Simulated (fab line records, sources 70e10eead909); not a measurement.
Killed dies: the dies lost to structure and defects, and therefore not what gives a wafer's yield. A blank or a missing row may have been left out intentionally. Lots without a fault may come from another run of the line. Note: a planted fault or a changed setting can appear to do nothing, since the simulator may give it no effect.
Which tool is to blame? / flow nand-harc / Sampling: 7 lots, 21 wafers, 5 of 1159 route steps

## WHAT THE GAUGES READ, wafer by wafer
NHARC_END_SORT_01.
lot / measured / on / killed-at-array

## WHAT TOOL EACH LOT RAN ON (gives the tool, then ch and the chambers of the sampled wafers, and finally the start)
lot=L119; NHARC_A_STAIRCASE_ALD_420=ald-hk-02 ch 0,1, day 12 13:49; NHARC_A_STAIRCASE_EXPOSE_438=krf-scanner-04 ch 0, day 13 20:42; NHARC_A_STAIRCASE_ETCH_444=rie-diel-07 ch 0,2, day 13 21:19; NHARC_A_STAIRCASE_CMP_450=cmp-02 ch 0,1,2, day 14 00:23
lot=L122; NHARC_A_STAIRCASE_ALD_420=ald-hk-02 ch 1,2,3, day 13 05:53; NHARC_A_STAIRCASE_EXPOSE_438=krf-scanner-03 ch 0, day 14 14:13; NHARC_A_STAIRCASE_ETCH_444=rie-diel-11 ch 0,2,3, day 14 15:02; NHARC_A_STAIRCASE_CMP_450=cmp-04 ch 0,1,2, day 14 17:51
lot=L124; NHARC_A_STAIRCASE_ALD_420=ald-hk-02 ch 0,3, day 14 19:20; NHARC_A_STAIRCASE_EXPOSE_438=krf-scanner-03 ch 0, day 16 06:58; NHARC_A_STAIRCASE_ETCH_444=rie-diel-12 ch 0,2,3, day 16 08:20; NHARC_A_STAIRCASE_CMP_450=cmp-02 ch 2,3, day 16 10:41
lot=L130; NHARC_A_STAIRCASE_ALD_420=ald-hk-02 ch 0,2, day 15 10:07; NHARC_A_STAIRCASE_EXPOSE_438=krf-scanner-04 ch 0, day 16 15:57; NHARC_A_STAIRCASE_ETCH_444=rie-diel-12 ch 2,3, day 16 16:39; NHARC_A_STAIRCASE_CMP_450=cmp-02 ch 0,1,3, day 16 19:28
lot=L133; NHARC_A_STAIRCASE_ALD_420=ald-hk-02 ch 1,2,3, day 16 01:15; NHARC_A_STAIRCASE_EXPOSE_438=krf-scanner-03 ch 0, day 17 13:24; NHARC_A_STAIRCASE_ETCH_444=rie-diel-11 ch 0,1, day 17 13:52; NHARC_A_STAIRCASE_CMP_450=cmp-03 ch 2,3, day 17 16:56
lot=L138; NHARC_A_STAIRCASE_ALD_420=ald-hk-04 ch 1,2,3, day 17 04:47; NHARC_A_STAIRCASE_EXPOSE_438=krf-scanner-01 ch 0, day 18 19:02; NHARC_A_STAIRCASE_ETCH_444=rie-diel-12 ch 0,2,3, day 18 19:31; NHARC_A_STAIRCASE_CMP_450=cmp-02 ch 0,1,2, day 18 22:45
lot=L139; NHARC_A_STAIRCASE_ALD_420=ald-hk-01 ch 1,2,3, day 17 17:16; NHARC_A_STAIRCASE_EXPOSE_438=krf-scanner-01 ch 0, day 19 13:58; NHARC_A_STAIRCASE_ETCH_444=rie-diel-12 ch 0,1, day 19 14:40; NHARC_A_STAIRCASE_CMP_450=cmp-03 ch 0,2,3, day 19 17:31
- NHARC_A_STAIRCASE_ALD_420: deposits SiO2, target thk 20 nm, pulse time 6 s, ald cycles 200.
- NHARC_A_STAIRCASE_EXPOSE_438: exposes mask STAIR REV.
- NHARC_A_STAIRCASE_ETCH_444: etches the open film in C4F8/O2, target depth 10200 nm, time 3400 s.
- NHARC_A_STAIRCASE_CMP_450: polishes SiO2, target thk 200 nm.

## THE ANSWER, worked out from the rows above alone
Rule: the usual values come from the lots themselves. Put in order of their means at a reading, lots are off if they are a third of the lots or fewer, leave a main group of 4 or more, and stand apart from it by a gap of 3 or more times the standard deviation of the main group's means; of several such gaps the widest counts. A main group is skipped when, at the precision printed for the reading in the tables above, its means are all equal. Also off: a lot with no number at a reading for which 4 or more lots have one. Any other lot the step has rows for is counted as sound.
No lot is off on any of the readings shown, so nothing can be concluded from this.

## WHAT HAD BEEN PUT IN BY THE SIMULATOR
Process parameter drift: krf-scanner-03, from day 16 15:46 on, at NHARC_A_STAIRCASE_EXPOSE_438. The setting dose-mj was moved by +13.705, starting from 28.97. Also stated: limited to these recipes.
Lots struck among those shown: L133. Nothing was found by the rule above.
